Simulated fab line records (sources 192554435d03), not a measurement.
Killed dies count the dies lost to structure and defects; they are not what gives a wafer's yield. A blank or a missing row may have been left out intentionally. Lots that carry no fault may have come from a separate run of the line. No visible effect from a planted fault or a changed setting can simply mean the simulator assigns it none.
fab line records + flow n5-finfet
record
- lots=5
- wafers=15
- last-day=16
route steps=1938 shown BEOL_M4@1099 BEOL_M5@1112 BEOL_M14@1762 PASSIVATION@1936
lots with no fault: from the same line, run without faults
start-h: hours from the record's opening day to when the first of the lot's shown wafers began + wait-h: hours since the lot's step before + " repeats the value in the row above + L1.1+2: one row covering several wafers at once + - either no value or no given start + * or withheld: withheld + < > ~ a bound
route shown NAME@n: a module of which the file shows steps, and the number in the route of the first + usual: the fault-free wafers' mean and standard deviation + same: alike in all rows + chamber/n: place in a boat + sites: per-site readings + _std_site: the standard deviation of these + _edge_site: outer sites' mean less inner sites' + radius-mm: how far each site lies from the wafer's centre + mask NAME#n: copy n + behind: the most recent tool/chamber to have shaped the wafer + hold: cause of the lot's hold/its duration in hours/its outcome + device: whichever transistor did not switch (one of n, p or np) + end of line: the same wafers' tests at the end of the route + for a step that has no rows: nothing shown but its recipe + killed: at the first sort, the dies lost to defects and structure; wafer yield is something else + map: a wafer's dies, x killed, . not, _ none there
set.NAME: the run value of the setting; set.NAME@STEP: its run value at that earlier step + model.NAME: the simulator's own value behind a step, which no gauge read
lots seen at some steps along the route; tables by step, rows by wafer
services: the hour from which a tool's chamber was out of use, counted from the record's first day as start-h (under 0 if before that day), plus the number of hours and why
## steps
# step N5_BEOL_M4_ANNEAL_95
# recipe
- temp-c=400
- time-s=240
- ambient=vacuum
# step N5_BEOL_M4_SPUTTER_96
# recipe
- material=Cu
- target-thk-a=45
- temp-c=-20
- chamber-pressure-pa=0.07
- power-w=withheld
- time-s=8.29
# step N5_BEOL_M4_ECD_50
# recipe
- material=Cu
- target-thk-a=3000
# step N5_BEOL_M4_ANNEAL_51
# recipe
- temp-c=225
- time-s=90
- ambient=N2
# step N5_BEOL_M4_CMP_52
# recipe
- stop-on=SiOC
- t-overpolish-s=6.8
- down-force-psi=1
- platen-rpm=50
- clearing-platen-down-force-psi=1.5
- clearing-platen-rpm=50
- post-cmp-clean=cu-alkaline
- target-thk-nm=40
- clearing-platen-pad-velocity-m-s=0.99484
- pad-velocity-m-s=0.99484
# step N5_BEOL_M4_PRE_CLEAN_60
# recipe
- gas=NH3/H2
- time-s=15
- temp-c=*
- rf-power-w=300
# step N5_BEOL_M4_CO_CAP_55
# recipe
- material=Co
- target-thk-a=20
- temp-c=200
- precursor=CCTBA/H2
- pressure-torr=30
- time-s=102.1
# step N5_BEOL_M4_PRE_CLEAN_56
# recipe
- gas=NH3
- time-s=15
- temp-c=withheld
- rf-power-w=300
# step N5_BEOL_M4_DEP_57
# recipe
- material=SiCN
- target-thk-a=80
- temp-c=withheld
- precursor=3MS/NH3
- pressure-torr=3
- rf-w=202
- time-s=14
# step N5_BEOL_M4_RC_MEAS_101
# usual
- DIBL_N=36.4/1.5
- DIBL_P=36.6/1.9
- IOFF_N=0.155/0.021
- IOFF_P=0.211/0.028
- ION_N=671/8.6
- ION_P=462/5.8
- SS_N=71.5/0.5
- SS_P=73.4/0.58
- VT_N=250.1/2.4
- VT_P=-250.1/3
| lot.wafer | tool      | chamber | start-h | wait-h | DIBL_N[mV/V] | DIBL_P[mV/V] | IOFF_N[nA/um] | IOFF_P[nA/um] | ION_N[uA/um] | ION_P[uA/um] | SS_N[mV/dec] | SS_P[mV/dec] | VT_N[mV] | VT_P[mV] |
|-----------|-----------|---------|---------|--------|--------------|--------------|---------------|---------------|--------------|--------------|--------------|--------------|----------|----------|
| L734.2    | prober-02 | 0       | 224.46  | 0.2    | 38.1         | 37.2         | 0.169         | 0.225         | 679          | 464          | 70.5         | 72.8         | 250.5    | -247.3   |
| L734.4    | "         | 0       | "       | "      | 37.0         | 35.9         | 0.151         | 0.209         | 676          | 464          | 71.4         | 72.6         | 250.6    | -249.3   |
| L734.6    | "         | 0       | "       | "      | 38.5         | 37.6         | 0.171         | 0.228         | 669          | 460          | 72.1         | 74.0         | 248.1    | -248.3   |
| L736.1    | prober-02 | 0       | 236.97  | 0.0    | 35.7         | 34.6         | 0.131         | 0.167         | 664          | 459          | 71.4         | 73.1         | 253.5    | -252.8   |
| L736.2    | "         | 0       | "       | "      | 38.2         | 37.7         | 0.178         | 0.220         | 679          | 461          | 72.4         | 74.3         | 251.5    | -250.0   |
| L736.6    | "         | 0       | "       | "      | 37.7         | 38.0         | 0.165         | 0.213         | 689          | 466          | 72.0         | 73.8         | 251.8    | -250.6   |
| L738.1    | prober-01 | 0       | 244.20  | 0.0    | 36.8         | 35.1         | 0.138         | 0.189         | 666          | 460          | 71.4         | 72.8         | 250.7    | -253.3   |
| L738.2    | "         | 0       | "       | "      | 37.1         | 35.7         | 0.148         | 0.196         | 671          | 460          | 71.5         | 72.9         | 251.4    | -253.0   |
| L738.4    | "         | 0       | "       | "      | 36.1         | 34.0         | 0.129         | 0.175         | 666          | 456          | 70.4         | 72.6         | 252.9    | -252.5   |
| L739.2    | prober-02 | 0       | 244.65  | 0.2    | 35.9         | 35.0         | 0.149         | 0.202         | 665          | 453          | 71.5         | 73.0         | 251.1    | -251.5   |
| L739.5    | "         | 0       | "       | "      | 36.1         | 34.8         | 0.155         | 0.196         | 661          | 456          | 71.9         | 73.6         | 249.6    | -249.0   |
| L739.6    | "         | 0       | "       | "      | 33.7         | 32.7         | 0.121         | 0.173         | 652          | 449          | 70.4         | 72.9         | 251.0    | -255.1   |
| L743.4    | prober-02 | 0       | 278.42  | 0.5    | 36.5         | 39.2         | 0.179         | 0.239         | 677          | 466          | 71.5         | 73.3         | 249.6    | -249.1   |
| L743.5    | "         | 0       | "       | "      | 35.6         | 37.8         | 0.161         | 0.225         | 674          | 464          | 71.4         | 73.4         | 250.0    | -248.6   |
| L743.6    | "         | 0       | "       | "      | 35.2         | 37.0         | 0.158         | 0.206         | 676          | 462          | 71.6         | 73.3         | 249.0    | -249.4   |
# step N5_BEOL_M5_ILD_DEP_00
# recipe
- material=SiCOH_lowk
- target-thk-a=1406.4
- temp-c=300
- precursor=DEMS/porogen
- pressure-torr=5
- rf-w=500
- time-s=25.9
# step N5_BEOL_M5_CURE_79
# recipe
- temp-c=385
- time-s=240
- ambient=He/Ar
- material=SiCOH_lowk
# step N5_BEOL_M5_PECVD_70
# recipe
- material=SiO2
- target-thk-a=160
- temp-c=400
- precursor=TEOS/O2
- pressure-torr=5.5
- rf-w=450
- teos-flow-sccm=53.8
- gas=O2
- flow-sccm=3000
- time-s=18
# step N5_BEOL_M5_HM_DEP_02
# recipe
- material=TiN
- target-thk-a=200
- temp-c=25
- chamber-pressure-pa=0.49996
# step N5_BEOL_M5_COAT_59
# recipe
- resist=SOC
- temp-c=250
- time-s=60
- spin-rpm=1500
- resist-thk-nm=60
# step N5_BEOL_M5_COAT_60
# recipe
- resist=SiARC
- temp-c=220
- time-s=60
- spin-rpm=1500
- resist-thk-nm=12
# step N5_BEOL_M5_COAT_71
# recipe
- resist=underlayer
- temp-c=205
- time-s=60
- spin-rpm=1500
- resist-thk-nm=5
# step N5_BEOL_M5_COAT_05
# recipe
- resist=CAR-EUV
- spin-rpm=1500
- resist-thk-nm=30
# step N5_BEOL_M5_EBR_07
# recipe
- solvent=PGMEA
- ebr-width-mm=1.5
# step N5_BEOL_M5_SOFTBAKE_06
# recipe
- temp-c=110
- time-s=60
- resist=CAR-EUV
# step N5_BEOL_M5_EXPOSE_08
# recipe
- mask-id=M5
- na=0.33
- source-shape=annular
- sigma-inner=0.4
- sigma-outer=0.8
- polarization=unpolarized
- target-cd-nm=28
- dose-mj=35.75
# step N5_BEOL_M5_PEB_09
# recipe
- peb-temp-c=100
- peb-time-s=60
- resist=CAR-EUV
# step N5_BEOL_M5_DEVELOP_10
# recipe
- develop-time-s=30
- developer=TMAH
- resist=CAR-EUV
- rinse-liquid=surfactant-rinse
- dry=air-spin
- dev-temp-c=23
# step N5_BEOL_M5_DESCUM_16
# recipe
- chemistry=O2
- time-s=7
- source-power-w=50
- bias-power-w=20
- pressure-mtorr=20
- rf-frequency-hz=2.712e+07
- temp-c=40
- resist=CAR-EUV
- o2-flow-sccm=225
# step N5_BEOL_M5_ETCH_72
# recipe
- chemistry=N2/H2
- target=underlayer
- target-depth-a=65
- mask-material=CAR-EUV
- time-s=5.2
- ion-energy-ev=200
- pressure-mtorr=30
- source-w=840
- bias-w=150
- n2-flow-sccm=200
- h2-flow-sccm=200
- ends=cleared
# step N5_BEOL_M5_ETCH_61
# recipe
- chemistry=CF4
- target=SiARC
- target-depth-a=156
- mask-material=CAR-EUV
- time-s=26
- ion-energy-ev=80
- pressure-mtorr=40
- source-w=545
- bias-w=36
- Ar_flow_sccm=100
- cf4-flow-sccm=100
- ends=cleared
# step N5_BEOL_M5_ETCH_62
# recipe
- chemistry=N2/H2
- target=SOC
- target-depth-a=750
- overetch-a=150
- mask-material=SiARC
- temp-c=40
- time-s=112.5
- ion-energy-ev=200
- pressure-mtorr=30
- source-w=840
- bias-w=150
- n2-flow-sccm=200
- h2-flow-sccm=200
# step N5_BEOL_M5_STRIP_63
# recipe
- chemistry=N2/H2
- temp-c=40
- n2-flow-sccm=200
- h2-flow-sccm=200
- rf-frequency-hz=6e+07
# step N5_BEOL_M5_STRIP_73
# recipe
- chemistry=N2/H2
- temp-c=40
- n2-flow-sccm=200
- h2-flow-sccm=200
- rf-frequency-hz=6e+07
# step N5_BEOL_M5_STRIP_64
# recipe
- chemistry=CF4
- resist=SiARC
- power-w=300
- bias-power-w=75
- pressure-mtorr=50
- cf4-flow-sccm=150
- rf-frequency-hz=6e+07
# step N5_BEOL_M5_HM_OPEN_17
# recipe
- chemistry=Cl2/BCl3
- target-depth-a=200
- overetch-a=60
- target=TiN
- mask-material=SOC
- ion-energy-ev=150
- pressure-mtorr=10
- icp-w=1000
- bias-w=126
- Cl2_flow_sccm=53.25
- bcl3-flow-sccm=21.75
- Ar_flow_sccm=25
# step N5_BEOL_M5_STRIP_19
# recipe
- chemistry=O2
- power-w=400
- temp-c=40
- pressure-mtorr=30
- rf-frequency-hz=6e+07
- bias-power-w=0
- overash-fraction=0.2
- o2-flow-sccm=225
# step N5_BEOL_M5_COAT_65
# recipe
- resist=SOC
- temp-c=250
- time-s=60
- spin-rpm=1500
- resist-thk-nm=60
# step N5_BEOL_M5_COAT_66
# recipe
- resist=SiARC
- temp-c=220
- time-s=60
- spin-rpm=1500
- resist-thk-nm=12
# step N5_BEOL_M14_SPUTTER_43
# recipe
- material=TaN
- target-thk-a=150
- temp-c=50
- bias-v=168.6
- power-w=15000
- chamber-pressure-pa=0.12
- time-s=24.19
# usual
- bias-v=168.8/1.7
- cathode-dc-power-W=15000/2.6
- throttle-valve-pct=30.0/1
| lot.wafer | tool           | chamber | start-h | wait-h | bias-v | cathode-dc-power-W | throttle-valve-pct |
|-----------|----------------|---------|---------|--------|--------|--------------------|--------------------|
| L734.2    | pvd-sputter-03 | -       | 302.98  | 0.0    | 169.0  | 15001              | 28.7               |
| L734.4    | "              | -       | "       | "      | 165.9  | 14997              | 28.3               |
| L734.6    | "              | -       | "       | "      | 164.9  | 15003              | 28.2               |
| L736.1    | pvd-sputter-01 | -       | 316.63  | 0.0    | -      | -                  | -                  |
| L736.2    | "              | -       | "       | "      | -      | -                  | -                  |
| L736.6    | "              | -       | "       | "      | -      | -                  | -                  |
| L738.1    | pvd-sputter-02 | -       | 321.61  | 0.0    | -      | -                  | -                  |
| L738.2    | "              | -       | "       | "      | -      | -                  | -                  |
| L738.4    | "              | -       | "       | "      | -      | -                  | -                  |
| L739.2    | pvd-sputter-03 | -       | 322.70  | 0.0    | -      | -                  | -                  |
| L739.5    | "              | -       | "       | "      | -      | -                  | -                  |
| L739.6    | "              | -       | "       | "      | -      | -                  | -                  |
| L743.4    | pvd-sputter-02 | -       | 359.21  | 0.0    | 168.6  | 15001              | 31.8               |
| L743.5    | "              | -       | "       | "      | 168.4  | 14996              | 30.7               |
| L743.6    | "              | -       | "       | "      | 168.5  | 14995              | 31.5               |
# step N5_BEOL_M14_CMP_49
# recipe
- stop-on=SiO2
- t-overpolish-s=5.2
- down-force-psi=2
- platen-rpm=80
- clearing-platen-down-force-psi=2
- clearing-platen-rpm=80
- post-cmp-clean=cu-alkaline
- target-thk-nm=560
- clearing-platen-pad-velocity-m-s=1.5917
- pad-velocity-m-s=1.5917
# usual
- barrier-field-endpoint-s=11.36/0.23
- clearing-platen-down-force-psi=2.001/0.0041
- motor-current-A=8.1/0.74
| lot.wafer | tool   | chamber | start-h | wait-h | barrier-field-endpoint-s | clearing-platen-down-force-psi | motor-current-A | model.Cu_of_BEOL_M14_ECD_47.thk-nm |
|-----------|--------|---------|---------|--------|--------------------------|--------------------------------|-----------------|------------------------------------|
| L734.2    | cmp-03 | 1       | 304.74  | 0.2    | 11.44                    | 2.001                          | 7.3             | 570.4                              |
| L734.4    | "      | 0       | "       | "      | 11.30                    | 2.001                          | 7.8             | 560.6                              |
| L734.6    | "      | 2       | "       | "      | 11.59                    | 2.005                          | 8.4             | 551.4                              |
| L736.1    | cmp-02 | 1       | 317.43  | 0.3    | 5.73                     | 1.999                          | 8.7             | 567.2                              |
| L736.2    | "      | 2       | "       | "      | 5.78                     | 1.997                          | 7.7             | 581.2                              |
| L736.6    | "      | 1       | "       | "      | 5.70                     | 2.009                          | 8.5             | 584.2                              |
| L738.1    | cmp-03 | 1       | 323.17  | 0.7    | 5.76                     | 2.005                          | 7.3             | 566.2                              |
| L738.4    | "      | 2       | "       | "      | 5.71                     | 1.998                          | 8.9             | 586                                |
| L738.2    | "      | 0       | "       | "      | 5.96                     | 2.001                          | 7.5             | 572.4                              |
| L739.2    | cmp-02 | 3       | 323.63  | 0.4    | 5.53                     | 1.992                          | 8.6             | 576.2                              |
| L739.6    | "      | 0       | "       | "      | 5.71                     | 1.996                          | 8.1             | 577.4                              |
| L739.5    | "      | 1       | "       | "      | 5.63                     | 2.006                          | 8.8             | 589.8                              |
| L743.4    | cmp-04 | 3       | 360.20  | 0.2    | 11.91                    | 2.002                          | 7.5             | 555                                |
| L743.5    | "      | 3       | "       | "      | 11.82                    | 2.004                          | 7.6             | 546                                |
| L743.6    | "      | 0       | "       | "      | 11.79                    | 1.995                          | 7.8             | 569.4                              |
# step N5_PASSIVATION_PROBE_49
# usual
- defect-limited-yield=91.5/1.4
- killed_at_M0_to_M3=33/10
- killed_at_M4_up=13/5
- killed-at-contacts=13/5.6
- killed-at-front-end=38/12
- killed-at-other=3.9/2.7
- killed-dies=100/16
- killed-open=66/13
- killed-short=32/7.2
- sort_bin_5_function=5.0/0.97
- sort_bin_6_memory=3.2/0.61
- sort-n-pass=1080/16
- sort-yield-pct=91.5/1.4
# same
- gross-dies=1180
- killed-at-back-side=0
- sort_bin_4_leakage[%]=0
- sort_bin_8_speed[%]=0
| lot.wafer | tool      | chamber | start-h | wait-h | defect-limited-yield[%] | killed_at_M0_to_M3 | killed_at_M4_up | killed-at-contacts | killed-at-front-end | killed-at-other | killed-dies | killed-open | killed-short | sort_bin_5_function[%] | sort_bin_6_memory[%] | sort-n-pass | sort-yield-pct[%] |
|-----------|-----------|---------|---------|--------|-------------------------|--------------------|-----------------|--------------------|---------------------|-----------------|-------------|-------------|--------------|------------------------|----------------------|-------------|-------------------|
| L736.1    | prober-02 | -       | 336.29  | 0.0    | 85.0                    | 26                 | 108             | 8                  | 30                  | 5               | 177         | 53          | 29           | 11.7                   | 3.1                  | 1003        | 85.0              |
| L736.2    | prober-02 | -       | 336.34  | 0.1    | 87.6                    | 29                 | 76              | 11                 | 22                  | 8               | 146         | 46          | 28           | 10.3                   | 2.1                  | 1034        | 87.6              |
| L736.6    | prober-02 | -       | 336.54  | 0.3    | 84.5                    | 34                 | 106             | 17                 | 24                  | 2               | 183         | 61          | 23           | 13.0                   | 2.3                  | 997         | 84.5              |
| L738.1    | prober-02 | -       | 342.73  | 0.0    | 82.7                    | 31                 | 113             | 10                 | 44                  | 6               | 204         | 60          | 40           | 13.9                   | 3.1                  | 976         | 82.7              |
| L738.2    | prober-02 | -       | 342.78  | 0.1    | 81.9                    | 30                 | 94              | 16                 | 68                  | 5               | 213         | 92          | 35           | 14.2                   | 3.6                  | 967         | 81.9              |
| L738.4    | prober-02 | -       | 342.88  | 0.2    | 85.6                    | 26                 | 99              | 8                  | 35                  | 2               | 170         | 49          | 28           | 12.2                   | 2.1                  | 1010        | 85.6              |
| L739.2    | prober-01 | -       | 346.72  | 0.1    | 85.8                    | 31                 | 88              | 10                 | 36                  | 2               | 167         | 70          | 21           | 11.0                   | 3.1                  | 1013        | 85.8              |
| L739.5    | prober-01 | -       | 346.87  | 0.2    | 82.2                    | 39                 | 109             | 12                 | 47                  | 3               | 210         | 94          | 23           | 14.1                   | 3.6                  | 970         | 82.2              |
| L739.6    | prober-01 | -       | 346.92  | 0.3    | 84.7                    | 42                 | 95              | 12                 | 30                  | 1               | 180         | 62          | 36           | 11.8                   | 2.9                  | 1000        | 84.7              |
# killed by level:class
L736.1 BEOL_M14:area-sputter=93 BEOL_M2:geometric-particle:open=9 BEOL_M4:geometric-particle:open=8 STI_FIN_REVEAL:geometric-particle:open=7 MOL_CONTACT_COAG:geometric-particle:open=7 SPACER0:geometric-particle:short=6 BEOL_M0_SAQP:geometric-particle:short=6 BEOL_M0_SAQP:geometric-particle:open=4
L736.2 BEOL_M14:area-sputter=71 BEOL_M1:geometric-particle:open=8 MOL_CONTACT_COAG:geometric-particle:open=6 BEOL_M0_SAQP:geometric-particle:open=5 GATE_CUT:geometric-particle:open=4 MOL_CONTACT_COAG:geometric-particle:short=4 FIN_SAQP:geometric-particle:short=3 BEOL_M0_SAQP:geometric-particle:short=3
L736.6 BEOL_M14:area-sputter=99 MOL_CONTACT_COAG:geometric-particle:open=14 BEOL_M0_SAQP:geometric-particle:open=8 BEOL_M2:geometric-particle:open=8 FIN_SAQP:geometric-particle:open=6 BEOL_M0_SAQP:geometric-particle:short=6 DUMMY_GATE:geometric-particle:open=4 BEOL_M3:geometric-particle:open=4
L738.1 BEOL_M14:area-sputter=102 BEOL_M0_SAQP:geometric-particle:open=12 FIN_SAQP:geometric-particle:short=11 MOL_CONTACT_COAG:geometric-particle:open=9 STI_FIN_REVEAL:geometric-particle:open=6 BEOL_M0_SAQP:geometric-particle:short=6 FIN_SAQP:geometric-particle:open=5 BEOL_M5:geometric-particle:open=4
L738.2 BEOL_M14:area-sputter=85 STI_FIN_REVEAL:geometric-particle:open=25 MOL_CONTACT_COAG:geometric-particle:open=15 BEOL_M0_SAQP:geometric-particle:open=10 FIN_SAQP:geometric-particle:short=8 BEOL_M0_SAQP:geometric-particle:short=8 FIN_SAQP:geometric-particle:open=6 DUMMY_GATE:geometric-particle:open=6
L738.4 BEOL_M14:area-sputter=92 FIN_SAQP:geometric-particle:short=9 BEOL_M0_SAQP:geometric-particle:short=9 FIN_SAQP:geometric-particle:open=7 BEOL_M0_SAQP:geometric-particle:open=7 MOL_CONTACT_COAG:geometric-particle:open=6 STI_FIN_REVEAL:geometric-particle:open=5 BEOL_M3:geometric-particle:open=4
L739.2 BEOL_M14:area-sputter=76 STI_FIN_REVEAL:geometric-particle:open=13 BEOL_M0_SAQP:geometric-particle:open=10 MOL_CONTACT_COAG:geometric-particle:open=9 DUMMY_GATE:geometric-particle:open=7 BEOL_M3:geometric-particle:open=7 BEOL_M0_SAQP:geometric-particle:short=6 BEOL_M2:geometric-particle:open=6
L739.5 BEOL_M14:area-sputter=93 STI_FIN_REVEAL:geometric-particle:open=25 BEOL_M3:geometric-particle:open=13 MOL_CONTACT_COAG:geometric-particle:open=10 BEOL_M1:geometric-particle:open=8 BEOL_M4:geometric-particle:open=8 BEOL_M0_SAQP:geometric-particle:short=5 BEOL_M2:geometric-particle:open=5
L739.6 BEOL_M14:area-sputter=82 BEOL_M0_SAQP:geometric-particle:open=12 BEOL_M0_SAQP:geometric-particle:short=9 MOL_CONTACT_COAG:geometric-particle:open=9 BEOL_M3:geometric-particle:open=8 STI_FIN_REVEAL:geometric-particle:open=5 BEOL_M1:geometric-particle:open=5 ILD0:geometric-particle:short=4
# map L736.6 (x killed, . not)
_________________..x.........________________
______________...............x.._____________
___________............x...x.......__________
__________.....x.x..x.x............._________
________..x....xx..x......x...x......._______
_______.....x..xxxx..........xx.......x______
______.......xx.x.......x.x..xx..x......_____
_____...x...x......x.........x...........____
____........x......x....x.....x...........___
___................x......x.x.x.xx.........__
___........x....xx....xx..x..x..x..........__
__..............x...xxxxxx.........x.....x.._
__.x........x.....x........x..xx.xxx........_
_.......x........x.xxx..x.xx.x.........x...x.
_...x.....x..x......xx...xx..x..........xx...
_xx....x.........xx.x.x...x..x...............
_............x....x..x.xx...x...x............
_..x...x..........x......x...x.xx..x.........
_.....x..............x.xxx..x.....x..........
_x.xx....xxx.x..x....x....x.........x...x..x.
_..........x.......x.......x..x.x...x........
__.............x.x.......x....x.....x......._
__...x...........................x........x._
___........x...........................x...__
___.................x...x..........x.......__
____.....................x..x.x.......xx..___
_____..x...........x.....................____
______..x.................x.xxx........._____
_______............x....x.x............______
________x.....x.x......x.............._______
__________...........x.............._________
___________xxx.......x...x.x..x....__________
______________........x........._____________
_________________..........x.________________
# map L738.2 (x killed, . not)
_________________....xxx.....________________
______________x................x_____________
___________xx......................__________
__________..x.......x..............._________
________......x.....x....x............_______
_______...............x.x.............x______
______.................x...........x...._____
_____......xx.......x..........x.......x.____
____.x....x.....xxxx.x..x..x...........x..___
___..........x.......x....x...x..x.........__
___............x......x....x....x.....x....__
__......x.........x.x......xx.x......x......_
__.........x.......x............x..........._
_...............xx..xxx........xx.x.......x..
_...x.x...x....x...x....xx.........x.....x...
_..x......x.x...x..xxxxxx......x..x..........
_.............x..x.x.x.xx.xxxx............x..
_....x..x..........x.xxxx..x...x...x....x..x.
_........x.x..xx...xxxx..xx..x.xxx...x.......
_..........x..x...xxx..x..xxx.x.x.......xxx.x
_........x.x....x.x..x.......x...............
__....x....x...x.......x..x.x..x..x...x.x..._
__...x.....x......xxx....x..x.x..x..x......._
___x......x......x..x.xx..x..x.x.x......x..__
___...............x..x.......xxxx..........__
____...x.x.x...xx..x..xxx.................___
_____.........x.....x......xx..x.........____
______......x....x.xx.......x.x....x.x.._____
_______....................x......x....______
________.x.........x..x...x..........._______
__________....x.............x.....x._________
___________........................__________
______________....x........x..x._____________
_________________....x.......________________
## services
| tool           | chamber | start-h | hours | kind                           |
|----------------|---------|---------|-------|--------------------------------|
| cmp-03         | -       | 288.14  | 4.0   | pm                             |
| cmp-03         | -       | 292.14  | -     | consumable-replace:conditioner |
| cmp-03         | -       | 292.14  | -     | consumable-replace:pad         |
| cmp-02         | -       | 294.59  | 1.2   | repair                         |
| cmp-04         | -       | 310.86  | 17.0  | pm                             |
| cmp-04         | -       | 331.06  | 4.0   | pm                             |
| cmp-04         | -       | 335.06  | -     | consumable-replace:conditioner |
| cmp-04         | -       | 335.06  | -     | consumable-replace:pad         |
| cmp-04         | -       | 335.59  | 0.7   | repair                         |
| pvd-sputter-02 | -       | 346.69  | 2.1   | repair                         |
| pvd-sputter-03 | -       | 357.26  | 3.2   | repair                         |
| cmp-02         | -       | 359.51  | 4.0   | pm                             |
## key
first-sign
- step=N5_BEOL_M14_SPUTTER_43
- reading=tool-record
- direction=missing
effect
- step=N5_BEOL_M14_CMP_49
- reading=barrier-field-endpoint-s
- direction=down
- sigmas=24
- usual=11.36
- struck=5.72
effect
- step=N5_PASSIVATION_PROBE_49
- reading=killed_at_M4_up
- direction=up
- sigmas=17
- usual=13
- struck=99
model-effect
- step=N5_BEOL_M14_CMP_49
- value=Cu_of_BEOL_M14_ECD_47.thk-nm
- without=562.8
- struck=577.8
more-kills-born-at
- N5_BEOL_M14_SPUTTER_43@pvd-sputter-02=279
- N5_BEOL_M14_SPUTTER_43@pvd-sputter-01=263
- N5_BEOL_M14_SPUTTER_43@pvd-sputter-03=251
met-at N5_BEOL_M14_SPUTTER_43
struck-wafers L736.1,L736.2,L736.6,L738.1,L738.2,L738.4,L739.2,L739.5,L739.6
onset-between 302.98 316.63
fault
- kind=skipped-step-whole
- tool=pvd-sputter-01,pvd-sputter-02,pvd-sputter-03
- chamber=-
- onset-h=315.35
- steps=N5_BEOL_M14_SPUTTER_43
- scope=struck-lots-only
